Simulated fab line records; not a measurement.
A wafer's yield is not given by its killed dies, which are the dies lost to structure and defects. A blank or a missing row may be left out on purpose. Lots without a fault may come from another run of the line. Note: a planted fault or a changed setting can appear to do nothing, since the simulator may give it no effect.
Problem report in the 8D (eight disciplines) form, filled by code :: flow n5-finfet :: the parts of the form that need people (team, actions taken, sign-off) are left out

1. THE PROBLEM
Mean IOFF_N_LONG at N5_BEOL_M4_RC_MEAS_101: 1.04e-03 nA/um over 3 wafers in 2 lots; fault-free wafers: 5.55e-05 nA/um, standard deviation 2.4e-06. That is +99 or more standard deviations from the usual mean.
First observed at day 11 06:25: wafer L177.1, on prober-01. The record holds 24 wafers of 8 lots with a number at this step. Rule for "out", or "out of limits": more than 4 standard deviations from the usual mean. The other wafers with a number count as sound.

2. WHAT IT IS; WHAT IT IS NOT
question: which readings at this step
is: IOFF_N_LONG, IGATE_N, IOFF_N, IOFF_N_85C, IOFF_N_LIN, IOFF_P, IOFF_P_85C, IOFF_P_LIN, IOFF_P_LONG, ION_N, ION_P, VT_N, VT_N_LONG, VT_N_LVT, VT_P, VT_P_LONG, VT_P_LVT
is not: DIBL_N, DIBL_P, SS_N, SS_P

question: which lots
is: L177, L178
is not: L165, L169, L170, L176, L184, L185

question: which wafers of those lots
is: L177.1, L177.6, L178.1
is not: L177.2, L178.2, L178.4

question: read on which gauges
is: prober-01, prober-02
is not: -

question: when
is: from day 11 06:25
is not: up to then (13 sound wafers); but 8 sound wafers of L178, L184, L185 came after

3. WHAT RULES OUT EACH SUSPECT
Counting: any tool at a process step up to the reading remains a suspect provided it ran every lot that is out. Sound lots after the first of them don't rule it out here, since some wafers of a struck lot are sound.
- the gauge at N5_BEOL_M4_RC_MEAS_101 has been ruled out. 2 gauges (prober-01, prober-02) read the wafers that are out.
- rie-diel-03 at N5_HKMG_FIN_DESCUM_17 (chemistry O2, time 7.9 s): kept. It ran every lot that is out, first L177 (day 7 20:36); its last sound lot up to then is L170 (day 5 23:57).
- ald-metal-01 at N5_HKMG_FIN_ALD_91 (deposits TiN, target thk 1 nm, pulse time 1 s, purge time 3 s): kept. It ran every lot that is out, first L177 (day 7 21:35); its last sound lot up to then is L176 (day 7 14:05).
After counting, rie-diel-03 at N5_HKMG_FIN_DESCUM_17 and ald-metal-01 at N5_HKMG_FIN_ALD_91 remain.

4. THE CAUSE (what the simulator had put in)
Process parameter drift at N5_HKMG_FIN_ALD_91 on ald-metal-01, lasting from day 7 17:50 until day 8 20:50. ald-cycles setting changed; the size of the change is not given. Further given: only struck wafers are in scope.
Counting leaves 2 suspects; this tool is one of them.

5. SEQUENCE OF EFFECTS, ordered by route
Each row: a reading where the mean over the struck wafers with a number is more than 3 standard deviations away from the usual. Only readings whose record carries a usual standard deviation are examined. hours: median over the lots of the time between each lot's start at the first step of this table that gives one and its start at this step. sigmas: the change, counted in usual standard deviations.
hours: 0
step: N5_BEOL_M4_RC_MEAS_101
reading: IGATE_N
usual: 0.0123 nA/um
on struck wafers: 0.0269
change: +0.0146
sigmas: +9.7

hours: 0
step: N5_BEOL_M4_RC_MEAS_101
reading: IOFF_N
usual: 0.153 nA/um
on struck wafers: 3.345
change: +3.192
sigmas: +99 or more

hours: 0
step: N5_BEOL_M4_RC_MEAS_101
reading: IOFF_N_85C
usual: 3.0 nA/um
on struck wafers: 40.4
change: +37.4
sigmas: +99 or more

hours: 0
step: N5_BEOL_M4_RC_MEAS_101
reading: IOFF_N_LIN
usual: 0.071 nA/um
on struck wafers: 1.551
change: +1.480
sigmas: +99 or more

hours: 0
step: N5_BEOL_M4_RC_MEAS_101
reading: IOFF_N_LONG
usual: 5.55e-05 nA/um
on struck wafers: 1.04e-03
change: +9.89e-04
sigmas: +99 or more

hours: 0
step: N5_BEOL_M4_RC_MEAS_101
reading: IOFF_P
usual: 0.215 nA/um
on struck wafers: 0.079
change: -0.136
sigmas: -4.5

hours: 0
step: N5_BEOL_M4_RC_MEAS_101
reading: IOFF_P_85C
usual: 3.7 nA/um
on struck wafers: 1.6
change: -2.1
sigmas: -5.0

hours: 0
step: N5_BEOL_M4_RC_MEAS_101
reading: IOFF_P_LIN
usual: 0.102 nA/um
on struck wafers: 0.039
change: -0.063
sigmas: -5.3

hours: 0
step: N5_BEOL_M4_RC_MEAS_101
reading: IOFF_P_LONG
usual: 0.000109 nA/um
on struck wafers: 0.000060
change: -0.000049
sigmas: -5.2

hours: 0
step: N5_BEOL_M4_RC_MEAS_101
reading: ION_N
usual: 672 uA/um
on struck wafers: 847
change: +175
sigmas: +20

hours: 0
step: N5_BEOL_M4_RC_MEAS_101
reading: ION_P
usual: 463 uA/um
on struck wafers: 418
change: -45
sigmas: -6.7

hours: 0
step: N5_BEOL_M4_RC_MEAS_101
reading: VT_N
usual: 250.6 mV
on struck wafers: 162.6
change: -88.0
sigmas: -37

hours: 0
step: N5_BEOL_M4_RC_MEAS_101
reading: VT_N_LONG
usual: 275.2 mV
on struck wafers: 185.3
change: -89.9
sigmas: -45

hours: 0
step: N5_BEOL_M4_RC_MEAS_101
reading: VT_N_LVT
usual: 99.6 mV
on struck wafers: 13.7
change: -85.9
sigmas: -34

hours: 0
step: N5_BEOL_M4_RC_MEAS_101
reading: VT_P
usual: -249 mV
on struck wafers: -277
change: -28
sigmas: -8.9

hours: 0
step: N5_BEOL_M4_RC_MEAS_101
reading: VT_P_LONG
usual: -274 mV
on struck wafers: -299
change: -25
sigmas: -8.2

hours: 0
step: N5_BEOL_M4_RC_MEAS_101
reading: VT_P_LVT
usual: -98.2 mV
on struck wafers: -128.0
change: -29.8
sigmas: -11

hours: 103
step: N5_PASSIVATION_PROBE_49
reading: defect-limited-yield
usual: 91.3 %
on struck wafers: 70.4
change: -20.9
sigmas: -16

hours: 103
step: N5_PASSIVATION_PROBE_49
reading: killed-at-front-end
usual: 39
on struck wafers: 293
change: +254
sigmas: +26

hours: 103
step: N5_PASSIVATION_PROBE_49
reading: killed-dies
usual: 102
on struck wafers: 349
change: +247
sigmas: +15

hours: 103
step: N5_PASSIVATION_PROBE_49
reading: killed-on-rim
usual: 13
on struck wafers: 83
change: +70
sigmas: +18

hours: 103
step: N5_PASSIVATION_PROBE_49
reading: sort-n-pass
usual: 1078
on struck wafers: 0
change: -1078
sigmas: -67

hours: 103
step: N5_PASSIVATION_PROBE_49
reading: sort-yield-pct
usual: 91.3 %
on struck wafers: 0.0
change: -91.3
sigmas: -70
Process steps it contains:
- N5_PASSIVATION_PROBE_49
Readings that are blank on the struck wafers while sound wafers have them: susceptor-temp-C at N5_HKMG_FIN_ALD_91.

6. WHAT WOULD HAVE CAUGHT IT SOONER
Counted from the fault's start at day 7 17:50, it took 85 hours until the first out-of-limits reading at a measuring or inspecting step in this record, taken at day 11 06:25.
By day 11 06:25, every lot that is out (2) had started N5_HKMG_FIN_ALD_91 on ald-metal-01. Tool hold at that time: it would have spared none of them.
